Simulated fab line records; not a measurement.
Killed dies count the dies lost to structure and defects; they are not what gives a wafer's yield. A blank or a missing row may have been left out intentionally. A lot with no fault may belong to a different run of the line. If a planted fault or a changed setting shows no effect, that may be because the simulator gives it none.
Which tool was responsible?	flow nandHarc	13 lots, 37 wafers sampled, at 5 steps of a route of 1302

== WHAT EACH GAUGE READ, for each wafer ==
NHARC_END_SORT_01. Usual: killedAtArray 55, standard deviation 20; killedAtOther 0.7, standard deviation 0.96; killedAtPeriphery 4.1, standard deviation 2.4; killedDies 60, standard deviation 20; killedOpen 3.3, standard deviation 1.9; killedShort 2.8, standard deviation 1.6.
lot	measured	on	killedAtArray	killedAtOther	killedAtPeriphery	killedDies	killedOpen	killedShort	flag
L398	day 26 08:40	prober-01	78 79	0 1	599 0	677 80	2 3	4 3	OFF
L399	day 26 22:43	prober-01	56 72 73	0 3 0	621 8 1	677 83 74	2 2 2	4 1 2	OFF
L401	day 28 08:08	prober-01	91 74	3 1	583 6	677 81	9 3	2 3	OFF

== WHAT TOOL EACH LOT RAN ON (gives the tool, then ch and the chambers of the sampled wafers, and finally the start) ==
lot	NHARC_P_GATE_RTA_64	NHARC_P_CONTACT_DEP_30	NHARC_P_CONTACT_ALD_22	NHARC_P_CONTACT_CVD_23
L394	rtpAnneal-01 ch 0, day 6 05:54	pecvd-02 ch 0,2, day 6 07:14	aldMetal-04 ch 0,1,3, day 6 10:46	cvdW-02 ch 0,1, no start
L398	rtpAnneal-02 ch 0, day 7 17:35	pecvd-01 ch 0, day 7 19:04	aldMetal-04 ch 3, day 7 22:47	cvdW-02 ch 0, day 26 08:40 or earlier
L399	rtpAnneal-02 ch 0, day 8 09:43	pecvd-03 ch 0,1,2, day 8 11:03	aldMetal-04 ch 1,2, day 8 14:40	cvdW-01 ch 0,1, day 26 22:43 or earlier
L401	rtpAnneal-01 ch 0, day 8 21:20	pecvd-02 ch 0, day 8 22:39	aldMetal-04 ch 0,3, day 9 02:14	cvdW-02 ch 0, day 28 08:08 or earlier
L405	rtpAnneal-01 ch 0, day 10 21:45	pecvd-01 ch 0,2, day 10 23:13	aldMetal-02 ch 1,2,3, day 11 02:53	cvdW-02 ch 0,1, no start
L407	rtpAnneal-01 ch 0, day 11 20:04	pecvd-02 ch 0,1,2, day 11 21:25	aldMetal-02 ch 0,2,3, day 12 00:53	cvdW-01 ch 0,1, no start
L408	rtpAnneal-01 ch 0, day 11 21:36	pecvd-01 ch 0,1, day 11 22:55	aldMetal-04 ch 0,2,3, day 12 02:29	cvdW-01 ch 0,1, no start
L409	rtpAnneal-02 ch 0, day 12 11:16	pecvd-01 ch 0,1, day 12 12:38	aldMetal-02 ch 0,2, day 12 16:22	cvdW-01 ch 0, no start
L410	rtpAnneal-01 ch 0, day 12 21:10	pecvd-03 ch 0,1, day 12 22:29	aldMetal-04 ch 0,1,3, day 13 02:03	cvdW-01 ch 0,1, no start
L412	rtpAnneal-01 ch 0, day 13 11:53	pecvd-03 ch 0,1,2, day 13 13:22	aldMetal-02 ch 2,3, day 13 16:48	cvdW-01 ch 0,1, no start
L413	rtpAnneal-01 ch 0, day 14 02:22	pecvd-03 ch 1,2, day 14 03:43	aldMetal-04 ch 0,1,2, day 14 07:26	cvdW-02 ch 0,1, no start
L415	rtpAnneal-02 ch 0, day 14 16:47	pecvd-03 ch 0,1, day 14 18:06	aldMetal-03 ch 0,1,3, day 14 21:40	cvdW-01 ch 0,1, no start
L416	rtpAnneal-01 ch 0, day 15 09:19	pecvd-03 ch 0,1, day 15 10:40	aldMetal-04 ch 1,2, day 15 14:40	cvdW-02 ch 0,1, no start
- NHARC_P_GATE_RTA_64: time 1 s.
- NHARC_P_CONTACT_DEP_30: deposits SiNx, target thk 30 nm.
- NHARC_P_CONTACT_ALD_22: deposits TiN, target thk 3 nm, pulse time 1 s, ald cycles 150.
- NHARC_P_CONTACT_CVD_23: deposits W, target thk 200 nm, time 557 s.

== WHAT THE TOOLS THEMSELVES READ (means of the sampled wafers that have a number; where no wafer has one, the mark that the record gives instead) ==
NHARC_P_GATE_RTA_64. Usual: lampPowerPct 34.8 %, standard deviation 2; lamp_zone_2_pct 34.8 %, standard deviation 2; lamp_zone_4_pct 34.8 %, standard deviation 2; wafer_temp_C_max 1053.7, standard deviation 1.
lot	tool	lampPowerPct (%)	lamp_zone_2_pct (%)	lamp_zone_4_pct (%)	wafer_temp_C_max	flag
L394	rtpAnneal-01	36.1	36.0	36.1	1053.8	
L398	rtpAnneal-02	31.6	31.7	31.6	1055.0	
L399	rtpAnneal-02	31.7	31.7	31.6	1054.8	
L401	rtpAnneal-01	36.0	36.0	36.1	1053.3	
L405	rtpAnneal-01	36.0	36.0	36.1	1053.3	
L407	rtpAnneal-01	36.0	36.0	36.0	1053.0	
L408	rtpAnneal-01	36.0	36.1	36.1	1053.3	
L409	rtpAnneal-02	31.7	31.6	31.6	1054.0	
L410	rtpAnneal-01	36.0	36.0	36.0	1053.2	
L412	rtpAnneal-01	36.1	36.0	36.0	1054.3	
L413	rtpAnneal-01	36.0	36.1	36.0	1053.0	
L415	rtpAnneal-02	31.7	31.7	31.7	1054.2	
L416	rtpAnneal-01	36.0	36.0	36.1	1054.2	

NHARC_P_CONTACT_DEP_30. Usual: heaterPowerW 686 W, standard deviation 91; susceptorTempC 400.04 C, standard deviation 0.21.
lot	tool	heaterPowerW (W)	susceptorTempC (C)	flag
L394	pecvd-02	635	400.25	
L398	pecvd-01	596	400.18	
L399	pecvd-03	733	399.88	
L401	pecvd-02	750	399.83	
L405	pecvd-01	596	400.00	
L407	pecvd-02	626	400.08	
L408	pecvd-01	722	400.16	
L409	pecvd-01	647	399.84	
L410	pecvd-03	762	399.83	
L412	pecvd-03	770	400.05	
L413	pecvd-03	713	400.06	
L415	pecvd-03	722	399.76	
L416	pecvd-03	709	399.75	

NHARC_P_CONTACT_ALD_22. Usual: heaterPowerW 1074 W, standard deviation 78; precursorPulseHeightRel 1.000, standard deviation 0.019; susceptorTempC 449.98 C, standard deviation 0.23.
lot	tool	heaterPowerW (W)	precursorPulseHeightRel	susceptorTempC (C)	flag
L394	aldMetal-04	1022	0.983	449.94	
L398	aldMetal-04	1094	1.019	450.00	
L399	aldMetal-04	1084	1.002	449.89	
L401	aldMetal-04	1020	1.008	450.00	
L405	aldMetal-02	1101	1.017	449.87	
L407	aldMetal-02	1130	1.005	449.82	
L408	aldMetal-04	1057	1.003	449.99	
L409	aldMetal-02	1210	0.995	450.11	
L410	aldMetal-04	1036	1.000	449.67	
L412	aldMetal-02	1087	0.988	450.04	
L413	aldMetal-04	1061	0.997	450.01	
L415	aldMetal-03	995	0.988	449.96	
L416	aldMetal-04	1087	1.001	-	OFF

NHARC_P_CONTACT_CVD_23. Usual: heaterPowerW 492 W, standard deviation 32; susceptorTempC 299.96 C, standard deviation 0.18; throttleValvePct 8.1 %, standard deviation 0.31.
lot	tool	heaterPowerW (W)	susceptorTempC (C)	throttleValvePct (%)	flag
L394	cvdW-02	500	299.96	7.8	
L398	cvdW-02	476	-	8.1	OFF
L399	cvdW-01	472	300.12	8.2	
L401	cvdW-02	492	300.02	8.1	
L405	cvdW-02	508	299.94	7.9	
L407	cvdW-01	489	300.06	8.1	
L408	cvdW-01	462	300.07	8.1	
L409	cvdW-01	441	299.73	8.0	
L410	cvdW-01	467	299.99	8.2	
L412	cvdW-01	467	300.04	8.1	
L413	cvdW-02	510	-	8.0	OFF
L415	cvdW-01	465	299.98	8.2	
L416	cvdW-02	492	299.85	8.1	

== THE ANSWER, worked out from the rows above alone ==
Rule: a lot counts as off when the mean over its wafers that have a number is more than 3 standard deviations away from the usual mean. A lot without any number at a reading at which 4 lots or more have one is off too. Where the step has rows for the other lots, those lots are counted as sound. First the gauges in route order, then the tools' own readings, where a lot's mean is used as printed above. The first step at which some lot is off is used, and at that step the reading that is off furthest; a lot without a number counts as furthest.
Off: L398, L399, L401 (NHARC_END_SORT_01, killedAtPeriphery). Neither off nor sound, because the step has no rows for them: L394, L405, L407, L408, L409, L410, L412, L413, L415, L416.
A tool fits if, at a process step before that reading, it ran every lot that is off, and no sound lot after the first of them. The gauges at NHARC_END_SORT_01 are tried like those tools. Because NHARC_P_CONTACT_CVD_23 lacks a start for some lots, the hours and order of its lots are taken from NHARC_END_SORT_01. This does not decide it: 2 tools fit, namely aldMetal-04 at NHARC_P_CONTACT_ALD_22 and prober-01 at NHARC_END_SORT_01.

== WHAT THE SIMULATOR HAD INSERTED ==
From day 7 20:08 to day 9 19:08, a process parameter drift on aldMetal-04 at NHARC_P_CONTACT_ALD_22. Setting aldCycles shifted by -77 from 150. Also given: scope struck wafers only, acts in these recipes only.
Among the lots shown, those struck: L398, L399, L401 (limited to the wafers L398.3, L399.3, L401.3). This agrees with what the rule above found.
